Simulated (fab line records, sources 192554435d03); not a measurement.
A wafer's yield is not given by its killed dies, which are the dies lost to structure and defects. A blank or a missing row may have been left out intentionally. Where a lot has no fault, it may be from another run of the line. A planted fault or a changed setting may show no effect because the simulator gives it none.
Chamber matching / flow n5 finfet / N5_BEOL_M9_ILD_DEP_00 on pecvd-03: 3 sister chambers
The step deposits SiCOH lowk from DEMS/porogen, target thk 308.51 nm, time 58 s. 3 wafers are shown with their chamber, then 12 later ones without.

## WAFERS WITH THEIR CHAMBER
wafer=L090.5; chamber=1; throttle valve pct (%)=12.9
wafer=L091.3; chamber=0; throttle valve pct (%)=14.0
wafer=L091.6; chamber=2; throttle valve pct (%)=13.0

## WAFERS WITHOUT THEIR CHAMBER
wafer=L094.2; throttle valve pct (%)=13.1
wafer=L094.3; throttle valve pct (%)=13.9
wafer=L094.4; throttle valve pct (%)=13.7
wafer=L095.4; throttle valve pct (%)=13.8
wafer=L095.5; throttle valve pct (%)=13.1
wafer=L095.6; throttle valve pct (%)=13.1
wafer=L096.1; throttle valve pct (%)=13.9
wafer=L096.3; throttle valve pct (%)=13.2
wafer=L096.5; throttle valve pct (%)=13.0
wafer=L097.2; throttle valve pct (%)=13.8
wafer=L097.4; throttle valve pct (%)=13.8
wafer=L097.5; throttle valve pct (%)=13.1

## WHICH CHAMBER EACH ONE RAN IN
wafer=L094.2; from the rows above=can't be placed: 2 or 1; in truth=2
wafer=L094.3; from the rows above=0; in truth=0
wafer=L094.4; from the rows above=0; in truth=0
wafer=L095.4; from the rows above=0; in truth=0
wafer=L095.5; from the rows above=can't be placed: 2 or 1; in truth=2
wafer=L095.6; from the rows above=can't be placed: 2 or 1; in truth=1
wafer=L096.1; from the rows above=0; in truth=0
wafer=L096.3; from the rows above=can't be placed: 2 or 1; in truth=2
wafer=L096.5; from the rows above=can't be placed: 2 or 1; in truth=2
wafer=L097.2; from the rows above=0; in truth=0
wafer=L097.4; from the rows above=0; in truth=0
wafer=L097.5; from the rows above=can't be placed: 2 or 1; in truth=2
6 of 12 placed correctly. Not placeable from these rows: 6 (in 6, the candidates include the true chamber). 0 placed wrongly.
How it was worked out, from the rows above alone: a wafer's distance from a chamber is the root of the sum, over the readings, of the square of ((its reading less the chamber's mean) divided by the reading's scatter). The wafer belongs to the nearest chamber; if the next one is less than 2 further off, it can't be placed. The mean given for a chamber averages the wafers shown for that chamber. The scatter: root of mean squared gap, hidden wafer to nearest shown wafer, with one shown wafer a chamber.
